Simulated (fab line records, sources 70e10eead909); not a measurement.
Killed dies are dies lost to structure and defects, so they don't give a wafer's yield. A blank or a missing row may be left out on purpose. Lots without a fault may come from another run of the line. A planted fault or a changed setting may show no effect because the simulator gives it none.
Chamber matching | flow nand_harc | NHARC_P_ZERO_WELL_DESCUM_13 on rie_diel-05: 4 sister chambers
The step chemistry O2, time 3 s. 18 wafers are shown with their chamber, then 9 later ones without.

WAFERS WITH THEIR CHAMBER
wafer  | chamber | drypump_motor_current_A (A) | oes_product_au (a.u.) | rf_vpp_V (V)
L074.1 | 0       | 5.6                         | 1.011                 | 56.9
L074.3 | 3       | 5.0                         | 1.014                 | 58.0
L074.6 | 2       | 6.4                         | 1.008                 | 58.0
L075.3 | 3       | 5.0                         | 1.019                 | 58.4
L075.4 | 0       | 5.6                         | 0.996                 | 56.2
L075.5 | 1       | 6.3                         | 0.995                 | 57.5
L078.1 | 2       | 6.4                         | 1.017                 | 58.0
L078.3 | 0       | 5.6                         | 1.003                 | 58.4
L078.5 | 0       | 5.5                         | 1.010                 | 58.7
L079.2 | 2       | 6.3                         | 1.010                 | 59.1
L079.3 | 1       | 6.3                         | 0.984                 | 56.4
L079.4 | 0       | 5.6                         | 1.014                 | 55.7
L083.1 | 0       | 5.5                         | 1.005                 | 58.5
L083.3 | 3       | 5.0                         | 1.019                 | 59.3
L083.5 | 3       | 4.9                         | 1.024                 | 56.6
L086.2 | 0       | 5.5                         | 0.997                 | 57.8
L086.3 | 2       | 6.4                         | 1.008                 | 60.2
L086.4 | 1       | 6.3                         | 0.972                 | 57.2

SIGNATURES (means of the wafers above)
reading                 | chamber 0 | chamber 1 | chamber 2 | chamber 3 | scatter within a chamber
drypump_motor_current_A | 5.557     | 6.300     | 6.375     | 4.975     | 0.0479
oes_product_au          | 1.00514   | 0.98367   | 1.01075   | 1.01900   | 0.00687
rf_vpp_V                | 57.457    | 57.033    | 58.825    | 58.075    | 1.08
Rule: a wafer's distance from a chamber is the root of the sum, over the readings, of the square of ((its reading less the chamber's mean) divided by the reading's scatter). The wafer belongs to the nearest chamber; if the next one is less than 2 further off, it can't be placed. The scatter: the root of (the sum of the squares of (reading less its chamber's mean) over the shown wafers, divided by (wafers less chambers)).

WAFERS WITHOUT THEIR CHAMBER
wafer  | drypump_motor_current_A (A) | oes_product_au (a.u.) | rf_vpp_V (V)
L088.1 | 6.3                         | 1.003                 | 57.5
L088.2 | 5.0                         | 1.020                 | 57.9
L088.6 | 6.3                         | 1.010                 | 58.5
L093.4 | 5.6                         | 1.006                 | 57.6
L093.5 | 5.6                         | 0.998                 | 56.1
L093.6 | 5.0                         | 1.011                 | 57.3
L097.1 | 6.3                         | 0.983                 | 59.3
L097.2 | 5.0                         | 1.004                 | 59.1
L097.6 | 6.3                         | 0.991                 | 58.6

WHICH CHAMBER EACH WENT THROUGH
wafer  | from the rows above     | in truth
L088.1 | can't be placed: 2 or 1 | 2
L088.2 | 3                       | 3
L088.6 | 2                       | 2
L093.4 | 0                       | 0
L093.5 | 0                       | 0
L093.6 | 3                       | 3
L097.1 | 1                       | 1
L097.2 | 3                       | 3
L097.6 | can't be placed: 1 or 2 | 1
Placed correctly: 7 of 9. Can't be placed from these rows: 2 (the true chamber is among the candidates in 2). Placed wrongly: 0.
